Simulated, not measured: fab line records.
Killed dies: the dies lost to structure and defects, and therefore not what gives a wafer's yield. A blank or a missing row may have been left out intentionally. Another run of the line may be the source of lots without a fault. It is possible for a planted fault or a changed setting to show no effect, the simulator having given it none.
Chamber matching | flow n5 finfet | N5_BEOL_M11_STRIP_36 on rie diel-02 has 4 sister chambers
The step strips in N2/H2. 16 wafers are shown with their chamber, then 8 later ones without.

WAFERS WITH THEIR CHAMBER
wafer  | chamber | showerhead plenum p Torr (Torr) | drypump motor current A (A) | throttle valve pct (%)
L076.2 | 2       | 2.53                            | 6.4                         | 24.12
L076.3 | 0       | 2.59                            | 5.1                         | 23.70
L076.4 | 1       | 2.53                            | 5.8                         | 23.44
L077.2 | 1       | 2.53                            | 5.8                         | 23.34
L077.3 | 0       | 2.59                            | 5.1                         | 23.70
L077.5 | 2       | 2.53                            | 6.5                         | 24.12
L079.3 | 0       | 2.59                            | 5.1                         | 23.73
L079.4 | 0       | 2.59                            | 5.0                         | 23.73
L079.5 | 3       | 2.71                            | 5.7                         | 23.28
L080.2 | 3       | 2.71                            | 5.6                         | 23.34
L080.3 | 3       | 2.71                            | 5.6                         | 23.34
L080.6 | 3       | 2.71                            | 5.6                         | 23.34
L082.1 | 3       | 2.71                            | 5.6                         | 23.30
L082.4 | 3       | 2.71                            | 5.6                         | 23.32
L082.5 | 3       | 2.71                            | 5.6                         | 23.30
L089.1 | 3       | 2.70                            | 5.6                         | 23.31

SIGNATURES (means of the wafers above)
reading                  | chamber 0 | chamber 1 | chamber 2 | chamber 3 | scatter within a chamber
showerhead plenum p Torr | 2.5900    | 2.5300    | 2.5300    | 2.7088    | 0.0027
drypump motor current A  | 5.075     | 5.800     | 6.450     | 5.612     | 0.0421
throttle valve pct       | 23.7150   | 23.3900   | 24.1200   | 23.3163   | 0.0281
Rule: a wafer's distance from a chamber is the root of the sum, over the readings, of the square of ((its reading less the chamber's mean) divided by the reading's scatter). If the next closest chamber is less than 2 further off than the closest, the wafer can't be placed; otherwise it belongs to the closest. The scatter: the root of (the sum of the squares of (reading less its chamber's mean) over the shown wafers, divided by (wafers less chambers)).

WAFERS WITHOUT THEIR CHAMBER
wafer  | showerhead plenum p Torr (Torr) | drypump motor current A (A) | throttle valve pct (%)
L089.2 | 2.52                            | 6.5                         | 24.15
L089.6 | 2.58                            | 5.1                         | 23.30
L092.1 | 2.51                            | 5.8                         | 23.43
L092.2 | 2.52                            | 6.4                         | 24.15
L092.5 | 2.51                            | 5.8                         | 23.41
L095.1 | 2.52                            | 6.5                         | 23.77
L095.4 | 2.51                            | 5.8                         | 23.44
L095.6 | 2.69                            | 5.6                         | 23.36

WHICH CHAMBER EACH ONE RAN IN
wafer  | from the rows above | in truth
L089.2 | 2                   | 2
L089.6 | 0                   | 0
L092.1 | 1                   | 1
L092.2 | 2                   | 2
L092.5 | 1                   | 1
L095.1 | 2                   | 2
L095.4 | 1                   | 1
L095.6 | 3                   | 3
Correctly placed: 8 of 8. Number that these rows cannot place: 0. Placed wrongly: 0.
